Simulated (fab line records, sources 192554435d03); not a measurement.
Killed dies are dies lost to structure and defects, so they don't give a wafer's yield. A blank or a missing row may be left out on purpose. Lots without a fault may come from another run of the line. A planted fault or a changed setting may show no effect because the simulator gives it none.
Chamber matching | flow n5_finfet | N5_BEOL_M8_STRIP_67 on rie_diel-06: 4 sister chambers
The step strips in CF4. 4 wafers are shown with their chamber, then 11 later ones without.

WAFERS WITH THEIR CHAMBER
wafer  | chamber | showerhead_plenum_p_Torr (Torr)
L086.2 | 0       | 1.76
L086.4 | 1       | 1.81
L086.5 | 3       | 1.76
L088.1 | 2       | 1.90

WAFERS WITHOUT THEIR CHAMBER
wafer  | showerhead_plenum_p_Torr (Torr)
L088.3 | 1.80
L088.4 | 1.76
L090.3 | 1.75
L090.4 | 1.90
L090.6 | 1.75
L089.3 | 1.90
L089.4 | 1.80
L089.5 | 1.90
L097.1 | 1.90
L097.2 | 1.80
L097.4 | 1.75

WHICH CHAMBER EACH WENT THROUGH
wafer  | from the rows above     | in truth
L088.3 | 1                       | 1
L088.4 | can't be placed: 0 or 3 | 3
L090.3 | can't be placed: 0 or 3 | 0
L090.4 | 2                       | 2
L090.6 | can't be placed: 0 or 3 | 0
L089.3 | 2                       | 2
L089.4 | 1                       | 1
L089.5 | 2                       | 2
L097.1 | 2                       | 2
L097.2 | 1                       | 1
L097.4 | can't be placed: 0 or 3 | 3
Placed correctly: 7 of 11. Can't be placed from these rows: 4 (the true chamber is among the candidates in 4). Placed wrongly: 0.
How it was worked out, from the rows above alone: a wafer's distance from a chamber is the root of the sum, over the readings, of the square of ((its reading less the chamber's mean) divided by the reading's scatter). The wafer belongs to the nearest chamber; if the next one is less than 2 further off, it can't be placed. A chamber's mean is the mean of its shown wafers. The scatter: with one shown wafer a chamber, the root of the mean of the squares of how far each hidden wafer lies from its nearest shown one.
